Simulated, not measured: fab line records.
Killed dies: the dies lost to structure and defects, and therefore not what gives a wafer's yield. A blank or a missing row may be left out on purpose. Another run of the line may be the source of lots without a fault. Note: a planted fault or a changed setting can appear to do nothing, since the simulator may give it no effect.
A struck lot beside a sound one | flow n5-finfet | 18 steps out of a route of 1938
Sound: wafers L513.2, L513.4, L513.5. Struck: wafers L518.3, L518.5, L518.6. The cause comes at the end.
Per side, at each step with rows, come the tool, then ch with its chambers, and then its first start. Under that, the readings that differ: sound wafers | struck wafers | difference of the means | sigmas: that difference in standard deviations of wafers without a fault.
alike: same words and numbers on both sides, and readings whose means sit less than 2 such deviations apart. not compared: any withheld reading, any reading some wafer has no value for, any bound like >300 that may hide the same value, and any number with overlapping values for which the record gives no deviation.
Wherever a step has rows on one side only, a row that says differs or no value, or a row with sigmas, the two part there. Non-overlapping numbers with no deviation appear without sigmas and do not part them. A reading that every wafer of one side lacks parts them only if that side has two wafers or more.

N5_PASSIVATION_STRIP_14: strips in O2.
  sound on rie-diel-06 ch 1,3, day 12 14:53; struck on rie-diel-05 ch 1,2,3, day 14 11:53
  reading                     | sound       | struck      | difference | sigmas
  drypump-motor-current-A (A) | 6.6 6.5 6.6 | 5.0 5.6 5.7 | -1.1       | -2
  alike: oes-product-au, rf-vpp-V, showerhead-plenum-p-Torr, throttle-valve-pct
  not compared: rf-hours-counter-h
N5_PASSIVATION_ETCH_15: etches SiCN in CF4/N2, target depth 75 nm, time 81.2 s.
  sound: rie-diel-06 ch 1,3; struck: rie-diel-05 ch 1,2,3
  reading                     | sound       | struck      | difference | sigmas
  drypump-motor-current-A (A) | 6.6 6.5 6.6 | 5.0 5.6 5.7 | -1.1       | -2
  alike: bias-w, oes-product-au, rf-vpp-V, showerhead-plenum-p-Torr, throttle-valve-pct
  not compared: rf-hours-counter-h
then, 2 steps without rows for these wafers: N5_PASSIVATION_STRIP_73 (strips in post etch residue remover, time 60 s); N5_PASSIVATION_SRD_17 (time 30 s, dry time 30 s).
N5_PASSIVATION_DEGAS_18: time 60 s.
  sound on pvd-sputter-01, day 12 15:22; struck on pvd-sputter-01, day 14 13:12
  alike: heater-power-w
N5_PASSIVATION_PRE_CLEAN_19:
  sound on pvd-sputter-01, day 12 15:25; struck on pvd-sputter-01, day 14 13:14
  alike: heater-power-w
N5_PASSIVATION_SPUTTER_20: material TaN, target thk 50 nm.
  sound on pvd-sputter-01, day 12 15:27; struck on pvd-sputter-01, day 14 13:17
  alike: throttle-valve-pct
then, 5 steps without rows for these wafers: N5_PASSIVATION_AL_DEP_21 (deposits Al, target thk 2800 nm, time 170 s); N5_PASSIVATION_HMDS_23 (time 60 s); N5_PASSIVATION_COAT_24; N5_PASSIVATION_EBR_26; N5_PASSIVATION_SOFTBAKE_25 (time 90 s).
N5_PASSIVATION_EXPOSE_27: exposes mask PAD, defocus 0 nm.
  sound on krf-scanner-02 ch 0, day 12 15:59; struck on krf-scanner-01 ch 0, day 14 13:49
  reading              | sound             | struck            | difference | sigmas
  exposure-dose-mJ-cm2 | 32.28 32.28 32.26 | 23.35 23.36 23.35 | -8.92      | -99 or more
  alike: mask
then, 3 steps without rows for these wafers: N5_PASSIVATION_PEB_28; N5_PASSIVATION_DEVELOP_29 (develop time 60 s); N5_PASSIVATION_HARDBAKE_31 (time 120 s).
N5_PASSIVATION_CD_MEAS_30: target cd 4000 nm.
  sound on cd-sem-01 ch 0, day 12 16:09; struck on cd-sem-02 ch 0, day 14 13:59
  reading    | sound                | struck               | difference | sigmas
  cd-nm (nm) | 3998.0 3997.0 3997.6 | 3941.7 3943.7 3940.7 | -55.5      | -31
N5_PASSIVATION_OVL_MEAS_63:
  sound on overlay-01 ch 0, day 12 16:11; struck on overlay-01 ch 0, day 14 14:01
  alike: PAD_OVL

## WHERE THEY PART
Earliest at N5_PASSIVATION_STRIP_14; latest, in this record, at N5_PASSIVATION_CD_MEAS_30. Later steps at which nothing parts them and some readings are alike: N5_PASSIVATION_OVL_MEAS_63.

WHY: whatever the simulator had introduced
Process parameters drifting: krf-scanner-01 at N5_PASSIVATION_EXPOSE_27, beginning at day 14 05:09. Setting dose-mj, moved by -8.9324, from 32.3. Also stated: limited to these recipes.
